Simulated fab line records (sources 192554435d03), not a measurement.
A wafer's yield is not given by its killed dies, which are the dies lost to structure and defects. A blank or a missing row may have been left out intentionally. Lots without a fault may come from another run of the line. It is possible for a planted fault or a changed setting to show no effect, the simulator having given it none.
fab line records	flow n5Finfet
[record] lots = 7	wafers = 39
route steps=1938 shown BEOL_M11@1578 PAD_METAL@1896
startH: hours from the record's first day to the start of the lot's first wafer shown	waitH: hours elapsed since this lot's preceding step	" as in the row above	L1.1+2: one row covering several wafers at once	- no value, or no start was given	* or withheld: withheld	< > ~ a bound
route shown NAME@n: a module of which the file shows steps, and the number in the route of the first	usual: mean/standard deviation taken from wafers without a fault	same: alike in all rows	chamber/n: place in a boat	sites: readings site by site	_std_site: standard deviation across them	_edge_site: mean of outer sites minus mean of inner sites	radiusMm: how far each site lies from the wafer's centre	mask NAME#n: copy n	behind: the tool/chamber that last shaped the wafer	hold: why the lot went on hold/how many hours it stayed there/how the hold came to an end	device: which transistor (n, p or np) failed to switch	end of line: the route-end tests of the same wafers	a step with no rows: only its recipe	killed: dies lost to structure and defects at the first sort, not the wafer's yield	map: dies across one wafer; x = killed, . = not, _ = none there
set.NAME: the setting that was run; set.NAME@STEP: the one run at that earlier step	model.NAME: the simulator's own value behind a step, which no gauge read
lots with deliberately changed settings; one table per step, one row per wafer
[[steps]]
[step N5_BEOL_M11_TRENCH_ETCH_37]
[recipe] chemistry = C4F6/O2	targetDepthA = 1488.3	target = SiCOH_lowk	timeS = 48	ionEnergyEv = 250	pressureMtorr = 30	sourceW = 345	biasW = 185	Ar_flow_sccm = 300	C4F6_flow_sccm = 10	O2_flow_sccm = 10
lot.wafer	tool	chamber	startH	waitH	set.targetDepthA	model.etch.depthNm	model.BEOL_M11.featureDepthNm	model.TiN_of_BEOL_M11_HM_DEP_02.thkNm
L077.1	rieDiel-06	3	-	-	903.2	89.41	89.4	17.4
L077.2	"	0	"	"	903.2	90.94	91	17.2
L077.3	"	2	"	"	1488.3	145.7	145.6	16
L077.4	"	1	"	"	903.2	89.1	89	17.2
L077.5	"	1	"	"	1488.3	146.4	146.4	15.8
L077.6	"	2	"	"	1488.3	145.9	146	15.8
L078.1+6	rieDiel-06	1,3	-	-	1488.3	145.6	145.6	16
L078.2	"	3	"	"	1488.3	146	146	16
L078.3	"	0	"	"	1488.3	149.4	149.4	16
L078.4	"	2	"	"	1488.3	144.6	144.6	16.2
L078.5	"	2	"	"	1488.3	145.3	145.4	15.8
L080.1	rieDiel-04	0	-	-	2008	206.1	206.2	14
L080.2	"	2	"	"	2008	205.5	205.4	14
L080.3	"	3	"	"	1488.3	148.4	148.4	15.8
L080.4	"	2	"	"	1488.3	151.1	151.2	15.6
L080.5	"	0	"	"	2008	206.7	206.8	14.4
L080.6	"	3	"	"	1488.3	148.7	148.8	15.8
L082.1	rieDiel-04	3	-	-	2136	214	214	14
L082.2	"	2	"	"	1488.3	150.9	151	15.6
L082.3	"	0	"	"	1488.3	151.7	151.8	15.6
L082.4	"	2	"	"	1488.3	152.1	152	15.6
L082.5	"	0	"	"	2136	217.1	217.2	13.8
L082.6	"	3	"	"	2136	213.8	213.8	13.8
L084.1	rieDiel-06	3	-	-	1488.3	146.5	146.4	15.6
L084.2	"	0	"	"	1488.3	151.3	151.4	15.4
L084.3	"	2	"	"	1488.3	147.1	147	15.6
L084.4	"	1	"	"	1488.3	146.3	146.2	15.8
L084.5	"	0	"	"	1488.3	149.9	150	15.6
L084.6	"	1	"	"	1488.3	146.4	146.4	15.6
L094.3	rieDiel-06	3	-	-	1488.3	148.1	148	15.8
L094.5	"	1	"	"	1488.3	146.7	146.6	15.8
L094.6	"	0	"	"	1488.3	150.9	150.8	15.8
L096.1	rieDiel-05	3	-	-	2164	214.2	214.2	14.4
L096.2	"	2	"	"	1488.3	147.3	147.2	16.2
L096.3	"	2	"	"	1488.3	146.4	146.4	16.2
L096.4	"	3	"	"	2164	213.1	213.2	14.4
L096.5	"	2	"	"	2164	213.6	213.6	14.6
L096.6	"	3	"	"	1488.3	146.1	146.2	16.4
[step N5_BEOL_M11_ETCH_41]
[recipe] chemistry = CH3F/O2	target = SiCN	targetDepthA = 426	taperDeg = 2	timeS = 86	ionEnergyEv = 120	maskMaterial = TiN	pressureMtorr = 30	sourceW = 395	biasW = 75	Ar_flow_sccm = 150	CH3F_flow_sccm = 30	O2_flow_sccm = 20
[step N5_BEOL_M11_STRIP_77]
[recipe] chemistry = N2/H2	timeS = 10	powerW = 450	tempC = 40	pressureMtorr = 20	rfFrequencyHz = 6e+07	biasPowerW = 7	n2FlowSccm = 200	h2FlowSccm = 200
[step N5_BEOL_M11_OCD_MEAS_38]
[usual] trenchDepthNm = 148.6/2.5
lot.wafer	tool	chamber	startH	waitH	set.targetDepthA@BEOL_M11_TRENCH_ETCH_37	trenchDepthNm
L077.1	ocd-02	-	226.83	-	903.2	89.3
L077.2	"	-	"	"	903.2	90.8
L077.3	"	-	"	"	1488.3	145.9
L077.4	"	-	"	"	903.2	89.4
L077.5	"	-	"	"	1488.3	146.6
L077.6	"	-	"	"	1488.3	145.6
L078.1	ocd-02	-	242.87	-	1488.3	145.8
L078.2	"	-	"	"	1488.3	146.0
L078.3	"	-	"	"	1488.3	149.2
L078.4	"	-	"	"	1488.3	144.8
L078.5	"	-	"	"	1488.3	145.3
L078.6	"	-	"	"	1488.3	145.2
L080.1	ocd-01	-	250.89	-	2008	206.1
L080.2	"	-	"	"	2008	205.3
L080.3	"	-	"	"	1488.3	148.6
L080.4	"	-	"	"	1488.3	151.2
L080.5	"	-	"	"	2008	206.1
L080.6	"	-	"	"	1488.3	148.5
L082.1	ocd-02	-	258.46	-	2136	214.5
L082.2	"	-	"	"	1488.3	150.8
L082.3	"	-	"	"	1488.3	151.8
L082.4	"	-	"	"	1488.3	152.2
L082.5	"	-	"	"	2136	217.1
L082.6	"	-	"	"	2136	213.3
L084.1	ocd-01	-	290.68	-	1488.3	146.2
L084.2	"	-	"	"	1488.3	151.3
L084.3	"	-	"	"	1488.3	147.6
L084.4	"	-	"	"	1488.3	146.3
L084.5	"	-	"	"	1488.3	149.8
L084.6	"	-	"	"	1488.3	146.4
L094.3	ocd-02	-	346.50	-	1488.3	148.1
L094.5	"	-	"	"	1488.3	147.3
L094.6	"	-	"	"	1488.3	150.5
L096.1	ocd-01	-	377.86	-	2164	214.2
L096.2	"	-	"	"	1488.3	147.3
L096.3	"	-	"	"	1488.3	146.3
L096.4	"	-	"	"	2164	212.9
L096.5	"	-	"	"	2164	213.8
L096.6	"	-	"	"	1488.3	146.3
[step N5_BEOL_M11_HM_STRIP_39]
[recipe] chemistry = peroxideTinStrip	material = TiN	targetDepthA = 250	tempC = 50	timeS = 158
[step N5_BEOL_M11_SRD_40]
[recipe] timeS = 30	tempC = 23	rinseLiquid = diw	dry = ipaMarangoni
[step N5_BEOL_M11_ECD_50]
[recipe] material = Cu	targetThkA = 3180
[step N5_BEOL_M11_ANNEAL_51]
[recipe] tempC = 225	timeS = 90	ambient = N2
[step N5_BEOL_M11_CMP_52]
[recipe] stopOn = SiCOH_lowk	tOverpolishS = 7	downForcePsi = 1	platenRpm = 50	clearingPlatenDownForcePsi = 1.5	clearingPlatenRpm = 50	postCmpClean = cuAlkaline	targetThkNm = 140	clearingPlatenPadVelocityMS = 0.99484	padVelocityMS = 0.99484
lot.wafer	tool	chamber	startH	waitH	set.targetDepthA@BEOL_M11_TRENCH_ETCH_37	model.Cu_of_BEOL_M11_ECD_50.thkNm
L077.4	cmp-01	2	229.35	0.1	903.2	80.2
L077.1+2	"	3,0	"	"	903.2	81.2
L077.3	"	1	"	"	1488.3	137.8
L077.5	"	2	"	"	1488.3	137.4
L077.6	"	3	"	"	1488.3	136.4
L078.3	cmp-01	2	244.82	0.2	1488.3	139.4
L078.4	"	3	"	"	1488.3	134.6
L078.1+5	"	0,3	"	"	1488.3	135.4
L078.2	"	1	"	"	1488.3	135.6
L078.6	"	2	"	"	1488.3	136
L080.4	cmp-01	1	254.69	0.1	1488.3	141.6
L080.3	"	2	"	"	1488.3	138
L080.2	"	3	"	"	2008	196.2
L080.1	"	0	"	"	2008	196
L080.5	"	1	"	"	2008	196.8
L080.6	"	2	"	"	1488.3	139.8
L082.3+2	cmp-02	2,1	260.25	0.2	1488.3	141.8
L082.1	"	3	"	"	2136	204
L082.4	"	0	"	"	1488.3	143.2
L082.6	"	2	"	"	2136	203.6
L082.5	"	3	"	"	2136	208.6
L084.1	cmp-02	0	293.98	0.3	1488.3	136.4
L084.2	"	1	"	"	1488.3	142.6
L084.4+3	"	2,3	"	"	1488.3	137.6
L084.6	"	0	"	"	1488.3	137.2
L084.5	"	1	"	"	1488.3	139.8
L094.3	cmp-01	1	348.65	0.2	1488.3	139
L094.6	"	0	"	"	1488.3	141.4
L094.5	"	1	"	"	1488.3	138.6
L096.2	cmp-01	1	382.02	0.3	1488.3	139.2
L096.4+1	"	2,0	"	"	2164	204.8
L096.3	"	3	"	"	1488.3	138
L096.5	"	1	"	"	2164	205.6
L096.6	"	2	"	"	1488.3	135.6
[step N5_BEOL_M11_THK_MEAS_53]
[recipe] thkMeasGauge = xrf	reads = Cu_of_BEOL_M11_ECD_50
[usual] M11_THK = 137.3/2.6
lot.wafer	tool	chamber	startH	waitH	set.targetDepthA@BEOL_M11_TRENCH_ETCH_37	M11_THK[nm]
L077.1	filmMetro-02	-	229.65	-	903.2	80.2
L077.2	"	-	"	"	903.2	80.4
L077.3	"	-	"	"	1488.3	136.4
L077.4	"	-	"	"	903.2	79.5
L077.5	"	-	"	"	1488.3	136.1
L077.6	"	-	"	"	1488.3	135.5
L078.1	filmMetro-01	-	245.12	-	1488.3	132.8
L078.2	"	-	"	"	1488.3	133.2
L078.3	"	-	"	"	1488.3	136.9
L078.4	"	-	"	"	1488.3	132.4
L078.5	"	-	"	"	1488.3	132.5
L078.6	"	-	"	"	1488.3	133.1
L080.1	filmMetro-02	-	254.98	-	2008	191.4
L080.2	"	-	"	"	2008	193.4
L080.3	"	-	"	"	1488.3	135.7
L080.4	"	-	"	"	1488.3	139.2
L080.5	"	-	"	"	2008	193.5
L080.6	"	-	"	"	1488.3	137.7
L082.1	filmMetro-02	-	260.55	-	2136	201.7
L082.2	"	-	"	"	1488.3	140.4
L082.3	"	-	"	"	1488.3	140.1
L082.4	"	-	"	"	1488.3	141.9
L082.5	"	-	"	"	2136	205.6
L082.6	"	-	"	"	2136	200.9
L084.1	filmMetro-01	-	294.27	-	1488.3	134.4
L084.2	"	-	"	"	1488.3	140.5
L084.3	"	-	"	"	1488.3	135.5
L084.4	"	-	"	"	1488.3	136.3
L084.5	"	-	"	"	1488.3	138.0
L084.6	"	-	"	"	1488.3	135.5
L094.3	filmMetro-01	-	348.91	-	1488.3	135.4
L094.5	"	-	"	"	1488.3	135.7
L094.6	"	-	"	"	1488.3	138.1
L096.1	filmMetro-01	-	382.32	-	2164	199.1
L096.2	"	-	"	"	1488.3	135.8
L096.3	"	-	"	"	1488.3	135.1
L096.4	"	-	"	"	2164	199.3
L096.5	"	-	"	"	2164	200.5
L096.6	"	-	"	"	1488.3	132.0
[step N5_BEOL_M11_PRE_CLEAN_55]
[recipe] gas = NH3	timeS = 15	tempC = withheld	rfPowerW = 300
[step N5_BEOL_M11_DEP_56]
[recipe] material = SiCN	targetThkA = 300	tempC = withheld	precursor = 3MS/NH3	pressureTorr = 3	rfW = 675	timeS = 10.5
[step N5_BEOL_M11_RS_MEAS_57]
[recipe] thkMeasGauge = four-point-probe	reads = Cu_of_BEOL_M11_ECD_50+Co_of_BEOL_M11_CVD_75+TaN_of_BEOL_M11_ALD_74
[usual] M11_RS = 0.151/0.0031
lot.wafer	tool	chamber	startH	waitH	set.targetDepthA@BEOL_M11_TRENCH_ETCH_37	M11_RS[ohm/sq]
L077.1	filmMetro-01	-	229.77	0.0	903.2	0.280
L077.2	"	-	"	"	903.2	0.280
L077.3	"	-	"	"	1488.3	0.154
L077.4	"	-	"	"	903.2	0.284
L077.5	"	-	"	"	1488.3	0.154
L077.6	"	-	"	"	1488.3	0.155
L078.1	filmMetro-02	-	245.24	0.0	1488.3	0.156
L078.2	"	-	"	"	1488.3	0.156
L078.3	"	-	"	"	1488.3	0.151
L078.4	"	-	"	"	1488.3	0.157
L078.5	"	-	"	"	1488.3	0.156
L078.6	"	-	"	"	1488.3	0.155
L080.1	filmMetro-02	-	255.11	0.0	2008	0.105
L080.2	"	-	"	"	2008	0.105
L080.3	"	-	"	"	1488.3	0.153
L080.4	"	-	"	"	1488.3	0.149
L080.5	"	-	"	"	2008	0.104
L080.6	"	-	"	"	1488.3	0.151
L082.1	filmMetro-02	-	260.67	0.0	2136	0.100
L082.2	"	-	"	"	1488.3	0.149
L082.3	"	-	"	"	1488.3	0.148
L082.4	"	-	"	"	1488.3	0.147
L082.5	"	-	"	"	2136	0.098
L082.6	"	-	"	"	2136	0.100
L084.1	filmMetro-02	-	294.40	0.0	1488.3	0.155
L084.2	"	-	"	"	1488.3	0.148
L084.3	"	-	"	"	1488.3	0.154
L084.4	"	-	"	"	1488.3	0.153
L084.5	"	-	"	"	1488.3	0.151
L084.6	"	-	"	"	1488.3	0.154
L094.3	filmMetro-01	-	349.04	0.0	1488.3	0.152
L094.5	"	-	"	"	1488.3	0.153
L094.6	"	-	"	"	1488.3	0.149
L096.1	filmMetro-01	-	382.44	0.0	2164	0.100
L096.2	"	-	"	"	1488.3	0.152
L096.3	"	-	"	"	1488.3	0.153
L096.4	"	-	"	"	2164	0.100
L096.5	"	-	"	"	2164	0.099
L096.6	"	-	"	"	1488.3	0.156
[step N5_PASSIVATION_AL_DEP_21]
[recipe] material = Al	targetThkA = 28000	tempC = 400	timeS = 170	powerW = 30000	chamberPressurePa = 0.4	gas = Ar
lot.wafer	tool	chamber	startH	waitH	set.timeS	model.Al_of_PASSIVATION_AL_DEP_21.thkNm
L077.1	pvdSputter-01	-	264.47	0.1	218.2	3652
L077.2	"	-	"	"	218.2	3615
L077.3	"	-	"	"	170	2861
L077.4+5	"	-	"	"	170	2832
L077.6	"	-	"	"	218.2	3647
L078.1	pvdSputter-03	-	275.47	0.1	170	2802
L078.2	"	-	"	"	170	2825
L078.3	"	-	"	"	170	2796
L078.4	"	-	"	"	170	2790
L078.5	"	-	"	"	170	2806
L078.6	"	-	"	"	170	2816
L080.1	pvdSputter-01	-	283.47	0.1	72.92	1213
L080.2	"	-	"	"	170	2797
L080.3+5	"	-	"	"	170	2798
L080.4	"	-	"	"	72.92	1221
L080.6	"	-	"	"	72.92	1209
L082.1	pvdSputter-03	-	292.30	0.1	79.81	1255
L082.2	"	-	"	"	170	2744
L082.3	"	-	"	"	170	2746
L082.4	"	-	"	"	79.81	1301
L082.5	"	-	"	"	170	2751
L082.6	"	-	"	"	79.81	1260
L084.1	pvdSputter-02	-	327.99	0.1	170	2797
L084.2	"	-	"	"	170	2768
L084.3	"	-	"	"	170	2799
L084.4	"	-	"	"	170	2767
L084.5	"	-	"	"	170	2775
L084.6	"	-	"	"	170	2778
L094.3	pvdSputter-01	-	382.39	0.1	170	2823
L094.5	"	-	"	"	170	2799
L094.6	"	-	"	"	170	2834
L096.1	pvdSputter-02	-	416.52	0.1	85.07	1423
L096.2	"	-	"	"	170	2813
L096.3	"	-	"	"	85.07	1396
L096.4	"	-	"	"	170	2806
L096.5	"	-	"	"	170	2824
L096.6	"	-	"	"	85.07	1424
[[key]]
[split] step = N5_BEOL_M11_TRENCH_ETCH_37	setting = targetDepthA	stated = 1488.3	by = wafer
[response] step = N5_BEOL_M11_TRENCH_ETCH_37	reading = model.etch.depthNm	change = +1.49	per = 1%	r = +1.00
[response] step = N5_BEOL_M11_TRENCH_ETCH_37	reading = model.BEOL_M11.featureDepthNm	change = +1.49	per = 1%	r = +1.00
[response] step = N5_BEOL_M11_TRENCH_ETCH_37	reading = model.TiN_of_BEOL_M11_HM_DEP_02.thkNm	change = -0.0399	per = 1%	r = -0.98
[response] step = N5_BEOL_M11_OCD_MEAS_38	reading = trenchDepthNm	change = +1.49	per = 1%	r = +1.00
[response] step = N5_BEOL_M11_CMP_52	reading = model.Cu_of_BEOL_M11_ECD_50.thkNm	change = +1.49	per = 1%	r = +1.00
[response] step = N5_BEOL_M11_THK_MEAS_53	reading = M11_THK	change = +1.46	per = 1%	r = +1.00
[response] step = N5_BEOL_M11_RS_MEAS_57	reading = M11_RS	shape = bent	atLowest = 0.281	atStated = 0.153	atHighest = 0.100
[split] step = N5_PASSIVATION_AL_DEP_21	setting = timeS	stated = 170	by = wafer
[response] step = N5_PASSIVATION_AL_DEP_21	reading = model.Al_of_PASSIVATION_AL_DEP_21.thkNm	change = +27.9	per = 1%	r = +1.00
